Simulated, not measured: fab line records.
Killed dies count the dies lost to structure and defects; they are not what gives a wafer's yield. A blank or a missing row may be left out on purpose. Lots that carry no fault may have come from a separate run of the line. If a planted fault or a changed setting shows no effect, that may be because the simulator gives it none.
Which tool was responsible? ; flow n5-finfet ; Sampling: 10 lots, 28 wafers, 5 of 1938 route steps

## WHAT THE GAUGES SHOWED, per wafer
N5_BEOL_M4_CD_MEAS_18: pitch 36 nm, target cd 18 nm.
lot;measured;on;cd-nm (nm)
L843;day 8 20:44;cd-sem-03;17.3 17.4 17.3
L844;day 9 00:00;cd-sem-01;18.3 17.9 18.3
L850;day 10 20:28;cd-sem-01;17.9 17.6 17.7
L853;day 11 07:53;cd-sem-02;17.6 18.5 17.8
L857;day 11 20:12;cd-sem-02;18.0 18.2 17.8
L854;day 11 20:44;cd-sem-01;18.2 17.6 17.7
L856;day 12 03:25;cd-sem-02;18.1 18.5
L859;day 12 09:58;cd-sem-02;18.2 18.1 18.2
L861;day 13 05:01;cd-sem-02;17.5 18.5
L860;day 13 16:14;cd-sem-03;18.3 18.1 18.3

N5_BEOL_M4_CD_MEAS_28: target cd 26.2 nm, target cd y 24.1 nm.
lot;measured;on;cd-nm (nm)
L843;day 8 21:11;cd-sem-01;26.47 26.16 26.77
L844;day 9 00:19;cd-sem-02;26.48 26.81 26.58
L850;day 10 20:47;cd-sem-03;26.58 26.05 26.61
L853;day 11 08:19;cd-sem-03;26.11 26.19 26.46
L857;day 11 20:41;cd-sem-01;26.05 25.82 26.44
L854;day 11 21:10;cd-sem-01;26.18 25.87 25.71
L856;day 12 03:44;cd-sem-03;25.69 25.89
L859;day 12 10:17;cd-sem-02;26.62 26.18 25.78
L861;day 13 05:27;cd-sem-03;25.92 25.91
L860;day 13 16:41;cd-sem-03;26.02 26.51 26.40

N5_BEOL_M4_RC_MEAS_101.
lot;measured;on;DIBL_N (mV/V);DIBL_P (mV/V);IOFF_N (nA/um);IOFF_P (nA/um);ION_N (uA/um);ION_P (uA/um);SS_N (mV/dec);SS_P (mV/dec);VT_N (mV);VT_P (mV)
L843;day 9 02:46;prober-01;39.7 36.1 35.1;39.8 32.2 33.3;0.19 0.13 0.12;0.27 0.15 0.17;657 644 645;452 439 449;71.8 70.9 70.6;75.0 72.2 72.6;249 254 254;-248 -255 -255
L844;day 9 23:44;prober-02;39.5 39.0 37.1;41.3 40.2 36.6;0.25 0.25 0.20;0.30 0.30 0.23;692 689 687;469 468 465;73.0 72.0 72.0;74.9 74.1 73.9;244 242 248;-246 -245 -246
L850;day 11 02:28;prober-02;35.8 35.8 36.0;35.8 36.8 34.5;0.15 0.16 0.15;0.18 0.19 0.17;688 660 671;468 452 451;72.0 71.7 72.4;73.0 73.8 73.3;251 247 252;-252 -252 -252
L853;day 11 13:39;prober-02;34.3 39.3 37.2;33.8 40.0 37.4;0.13 0.23 0.18;0.17 0.26 0.22;665 699 682;460 466 461;71.2 72.1 71.0;74.0 74.0 73.3;250 242 248;-251 -248 -249
L857;day 12 03:50;prober-01;37.2 38.0 35.6;37.6 39.5 34.8;0.17 0.20 0.15;0.22 0.25 0.18;658 682 673;452 465 455;71.1 72.1 71.3;74.0 73.7 73.8;250 245 251;-249 -248 -250
L854;day 12 05:59;prober-01;39.8 36.4 31.1;41.0 36.3 30.7;0.22 0.14 0.09;0.27 0.19 0.13;696 658 644;465 452 447;72.8 71.2 69.8;74.6 72.9 72.0;245 255 257;-246 -252 -255
L856;day 12 11:46;prober-02;37.5 36.2;37.3 36.1;0.21 0.18;0.22 0.20;678 699;460 469;71.7 71.6;73.9 73.4;244 246;-250 -250
L859;day 12 20:22;prober-02;35.6 35.8 37.1;35.6 36.1 37.1;0.15 0.16 0.19;0.19 0.19 0.22;665 681 673;447 456 449;71.4 71.3 72.3;73.5 73.6 73.9;252 250 246;-254 -254 -253
L861;day 15 04:58;prober-02;34.8 33.9;32.7 32.3;0.12 0.10;0.14 0.14;672 645;456 446;70.9 70.4;72.0 72.4;254 257;-254 -256
L860;day 14 02:22;prober-02;36.5 40.9 36.9;38.2 43.3 38.2;0.16 0.30 0.18;0.23 0.37 0.23;661 712 682;455 483 462;71.5 72.4 71.4;74.0 75.4 74.2;251 240 247;-251 -245 -251

## TOOL THAT RAN EACH LOT (tool first, then ch and the chambers of the sampled wafers, then the start)
lot;N5_BEOL_M4_ETCH_41;N5_BEOL_M4_PRE_CLEAN_45
L843;rie-diel-06 ch 0,1, day 8 22:44;pvd-sputter-02, day 8 23:24
L844;rie-diel-03 ch 0,1,2, day 9 19:14;pvd-sputter-03, day 9 19:44
L850;rie-diel-06 ch 0,2, day 10 22:40;pvd-sputter-02, day 10 23:03
L853;rie-diel-06 ch 0,1,2, day 11 09:13;pvd-sputter-02, day 11 09:41
L857;rie-diel-01 ch 0,1,2, day 11 22:38;pvd-sputter-02, day 11 23:41
L854;rie-diel-03 ch 1,2, day 12 00:39;pvd-sputter-01, day 12 01:38
L856;rie-diel-03 ch 1,3, day 12 07:11;pvd-sputter-03, day 12 08:01
L859;rie-diel-03 ch 1,2, day 12 15:59;pvd-sputter-03, day 12 16:34
L861;rie-diel-01 ch 0,1, day 13 08:11;pvd-sputter-02, day 13 09:00
L860;rie-diel-03 ch 1,2,3, day 13 22:04;pvd-sputter-02, day 13 22:42
- N5_BEOL_M4_ETCH_41: etches SiCN in CH3F/O2, target depth 29.9 nm, time 52.5 s.
- N5_BEOL_M4_PRE_CLEAN_45: time 30 s.

## AS READ BY THE TOOLS THEMSELVES (means over the sampled wafers that have a number; for cases with no such wafer, the mark the record gives instead)
N5_BEOL_M4_ETCH_41.
lot;tool;bias-w (W);chamber-pressure-mTorr (mTorr);drypump-motor-current-A (A);oes-product-au (a.u.);rf-vpp-V (V);showerhead-plenum-p-Torr (Torr);throttle-valve-pct (%)
L843;rie-diel-06;74.71;29.968;6.3;0.72;298.7;2.07;16.57
L844;rie-diel-03;74.97;29.986;5.6;0.74;297.7;2.00;16.46
L850;rie-diel-06;75.16;29.978;5.6;0.96;298.7;2.06;16.38
L853;rie-diel-06;75.03;30.011;5.9;1.03;298.3;2.04;16.31
L857;rie-diel-01;75.15;30.037;6.2;0.76;296.8;2.00;16.44
L854;rie-diel-03;74.90;29.966;5.5;0.76;297.5;2.00;16.40
L856;rie-diel-03;74.84;30.021;5.9;0.80;297.0;1.98;16.24
L859;rie-diel-03;75.09;29.993;5.4;0.75;297.4;2.00;16.41
L861;rie-diel-01;74.81;30.001;6.2;0.70;296.9;1.98;16.48
L860;rie-diel-03;75.08;30.024;5.7;0.75;296.7;1.97;16.23

N5_BEOL_M4_PRE_CLEAN_45.
lot;tool;heater-power-w (W)
L843;pvd-sputter-02;358
L844;pvd-sputter-03;314
L850;pvd-sputter-02;364
L853;pvd-sputter-02;333
L857;pvd-sputter-02;349
L854;pvd-sputter-01;370
L856;pvd-sputter-03;340
L859;pvd-sputter-03;329
L861;pvd-sputter-02;356
L860;pvd-sputter-02;323

## THE ANSWER, worked out from the rows above alone
Rule: the usual values come from the lots themselves. The widest of any qualifying gaps counts: lots, ordered by their means at a reading, are off when they make up no more than a third of the lots, leave a main group of 4 or more, and stand apart from it by 3 or more times the standard deviation of that group's means. The tables above print the reading to a certain number of digits; a main group whose means all agree to those digits is not used. A lot without any number at a reading at which 4 lots or more have one is off too. Where the step has rows for the other lots, those lots are counted as sound. Order of review: gauges by route order, followed by the tools' own readings, for which a lot's mean as printed above is used. The first step at which some lot is off is used, and at that step the reading that is off furthest; a lot without a number counts as furthest.
Off: L850, L853, at N5_BEOL_M4_ETCH_41 (oes-product-au). For the main group the mean is 0.75 a.u. and the standard deviation 0.028.
A tool fits if, at that step or a process step before it, it ran every lot that is off, and no sound lot after the first of them. One candidate fits, namely rie-diel-06 at N5_BEOL_M4_ETCH_41. A fault onset in the window from L843 (day 8 22:44, its last sound lot) to L850 (day 10 22:40, its first lot off) fits.
On the lots that are off, the tool's own readings at N5_BEOL_M4_ETCH_41 differ by more than 5 times the standard deviation of the sound lots' means, which bears it out; oes-product-au reads 0.99 a.u. there versus 0.75 a.u. on the sound lots.

## WHAT WAS PUT IN BY THE SIMULATOR
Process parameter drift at N5_BEOL_M4_ETCH_41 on rie-diel-06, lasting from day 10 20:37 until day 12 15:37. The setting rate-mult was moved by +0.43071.
Struck lots among those shown: L850, L853. The rule above reached the same finding.
